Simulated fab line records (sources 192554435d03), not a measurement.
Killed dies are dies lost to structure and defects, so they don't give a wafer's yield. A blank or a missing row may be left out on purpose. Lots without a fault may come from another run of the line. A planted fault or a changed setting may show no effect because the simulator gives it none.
Matching of chambers -- flow n5 finfet -- N5_BEOL_M1_DESCUM_16 on rie diel-01 has 4 sister chambers
The step chemistry O2, time 7 s. 24 wafers are shown with their chamber, then 12 later ones without.

WAFERS WITH THEIR CHAMBER
wafer,chamber,drypump motor current A (A),showerhead plenum p Torr (Torr),throttle valve pct (%)
L080.2,2,5.9,2.15,20.46
L080.4,3,5.0,2.01,20.57
L080.5,3,5.0,2.01,20.59
L082.1,3,5.0,2.01,20.59
L082.3,2,6.0,2.15,20.47
L082.6,3,5.0,2.01,20.59
L084.3,1,6.5,2.13,20.28
L084.5,0,6.1,2.03,20.78
L084.6,1,6.5,2.13,20.28
L087.2,3,5.0,2.01,20.59
L087.3,0,6.0,2.03,20.78
L087.4,2,5.9,2.14,20.44
L088.2,2,6.0,2.14,20.46
L088.5,2,6.0,2.14,20.46
L088.6,1,6.5,2.13,20.26
L089.2,2,5.9,2.14,20.47
L089.3,1,6.5,2.12,20.26
L089.6,3,5.0,2.01,20.61
L090.1,2,6.0,2.14,20.47
L090.2,3,5.0,2.01,20.60
L090.3,0,6.0,2.03,20.81
L091.2,1,6.5,2.12,20.28
L091.4,0,6.0,2.02,20.81
L091.5,0,6.0,2.03,20.80

SIGNATURES, as means of the wafers listed above
reading,chamber 0,chamber 1,chamber 2,chamber 3,scatter within a chamber
drypump motor current A,6.020,6.500,5.957,5.000,0.0355
showerhead plenum p Torr,2.0280,2.1260,2.1429,2.0100,0.00414
throttle valve pct,20.7960,20.2720,20.4614,20.5914,0.0122
Rule: a wafer's distance from a chamber is the root of the sum, over the readings, of the square of ((its reading less the chamber's mean) divided by the reading's scatter). The wafer belongs to the nearest chamber; if the next one is less than 2 further off, it can't be placed. The scatter: take each reading less its chamber's mean, square it, sum over the shown wafers, divide by the number of wafers less the number of chambers, and take the root.

WAFERS WITH NO CHAMBER GIVEN
wafer,drypump motor current A (A),showerhead plenum p Torr (Torr),throttle valve pct (%)
L092.1,5.9,2.14,20.49
L092.4,6.5,2.12,20.28
L092.6,6.0,2.02,20.83
L093.1,5.0,2.00,20.61
L093.3,5.9,2.14,20.48
L093.5,6.0,2.02,20.82
L094.1,5.9,2.14,20.50
L094.2,5.0,2.00,20.61
L094.5,6.5,2.12,20.29
L097.2,6.0,2.02,20.81
L097.3,6.5,2.12,20.29
L097.6,5.0,2.00,20.61

THE CHAMBER EACH PASSED THROUGH
wafer,from the rows above,in truth
L092.1,2,2
L092.4,1,1
L092.6,0,0
L093.1,3,3
L093.3,2,2
L093.5,0,0
L094.1,2,2
L094.2,3,3
L094.5,1,1
L097.2,0,0
L097.3,1,1
L097.6,3,3
Placed correctly: 12 of 12. From these rows, 0 cannot be placed. Placed wrongly: 0.
